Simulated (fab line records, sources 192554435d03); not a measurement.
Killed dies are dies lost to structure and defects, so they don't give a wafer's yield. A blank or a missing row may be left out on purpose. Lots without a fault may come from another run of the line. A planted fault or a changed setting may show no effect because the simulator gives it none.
Which tool did it? | flow n5_finfet | 7 lots, 16 wafers sampled, at 1 step of a route of 1938

WHAT THE GAUGES READ, wafer by wafer
N5_SDB_THK_MEAS_31.
lot  | measured    | on            | SDB_THK (nm)
L346 | day 4 05:44 | film_metro-02 | 63.5 64.0
L349 | day 5 04:06 | film_metro-02 | 66.0 66.8
L351 | day 5 12:38 | film_metro-01 | 64.0 65.1 65.0
L353 | day 5 22:14 | film_metro-01 | 65.0 64.2
L357 | day 6 23:38 | film_metro-02 | 65.7 65.0 65.7
L359 | day 7 12:22 | film_metro-01 | 61.2 61.3
L368 | day 9 17:58 | film_metro-01 | 65.4 63.5

WHICH TOOL RAN EACH LOT (tool, then ch and the chambers of the sampled wafers, then the start)
The record holds no process step before these readings.

THE ANSWER, worked out from the rows above alone
Rule: what is usual is taken from the lots themselves. Put in order of their means at a reading, lots are off if they are a third of the lots or fewer, leave a main group of 4 or more, and stand apart from it by a gap of 3 or more times the standard deviation of the main group's means; of several such gaps the widest counts. A main group whose means are all the same, to the digits that the tables above print for the reading, isn't used. A lot without any number at a reading at which 4 lots or more have one is off too. The other lots that the step has rows for count as sound.
No lot is off at any reading shown: from this, nothing can be told.

WHAT THE SIMULATOR HAD PUT IN
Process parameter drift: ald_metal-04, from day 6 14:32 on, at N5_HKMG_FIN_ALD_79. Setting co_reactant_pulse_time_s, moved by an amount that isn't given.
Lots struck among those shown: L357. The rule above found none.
